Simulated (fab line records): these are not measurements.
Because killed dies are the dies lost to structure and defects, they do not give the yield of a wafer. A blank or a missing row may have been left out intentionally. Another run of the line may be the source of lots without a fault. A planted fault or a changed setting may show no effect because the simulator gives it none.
Matching of chambers / flow n5 finfet / N5_BEOL_M7_STRIP_67 on rie diel-06: 4 sister chambers
The step strips in CF4. 4 wafers are shown with their chamber, then 9 later ones without.

EACH WAFER AND ITS CHAMBER
wafer=L079.6; chamber=2; showerhead plenum p Torr (Torr)=1.79
wafer=L086.1; chamber=3; showerhead plenum p Torr (Torr)=1.74
wafer=L086.2; chamber=1; showerhead plenum p Torr (Torr)=1.87
wafer=L086.6; chamber=0; showerhead plenum p Torr (Torr)=1.77

WAFERS WHOSE CHAMBER IS MISSING
wafer=L089.1; showerhead plenum p Torr (Torr)=1.78
wafer=L089.5; showerhead plenum p Torr (Torr)=1.87
wafer=L089.6; showerhead plenum p Torr (Torr)=1.78
wafer=L090.1; showerhead plenum p Torr (Torr)=1.74
wafer=L090.2; showerhead plenum p Torr (Torr)=1.76
wafer=L090.5; showerhead plenum p Torr (Torr)=1.78
wafer=L095.2; showerhead plenum p Torr (Torr)=1.76
wafer=L095.3; showerhead plenum p Torr (Torr)=1.78
wafer=L095.6; showerhead plenum p Torr (Torr)=1.76

CHAMBER TAKEN BY EACH
wafer=L089.1; from the rows above=can't be placed: 0 or 2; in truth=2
wafer=L089.5; from the rows above=1; in truth=1
wafer=L089.6; from the rows above=can't be placed: 0 or 2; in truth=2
wafer=L090.1; from the rows above=3; in truth=3
wafer=L090.2; from the rows above=can't be placed: 0 or 3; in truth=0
wafer=L090.5; from the rows above=can't be placed: 0 or 2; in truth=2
wafer=L095.2; from the rows above=can't be placed: 0 or 3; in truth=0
wafer=L095.3; from the rows above=can't be placed: 0 or 2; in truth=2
wafer=L095.6; from the rows above=can't be placed: 0 or 3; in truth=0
Correctly placed: 2 of 9. Not placeable from these rows: 7 (in 7, the candidates include the true chamber). Wrongly placed: 0.
How it was worked out, from the rows above alone: a wafer's distance from a chamber is the root of the sum, over the readings, of the square of ((its reading less the chamber's mean) divided by the reading's scatter). If the next closest chamber is less than 2 further off than the closest, the wafer can't be placed; otherwise it belongs to the closest. Each chamber's mean is taken over the wafers shown for it. The scatter: root of mean squared gap, hidden wafer to nearest shown wafer, with one shown wafer a chamber.
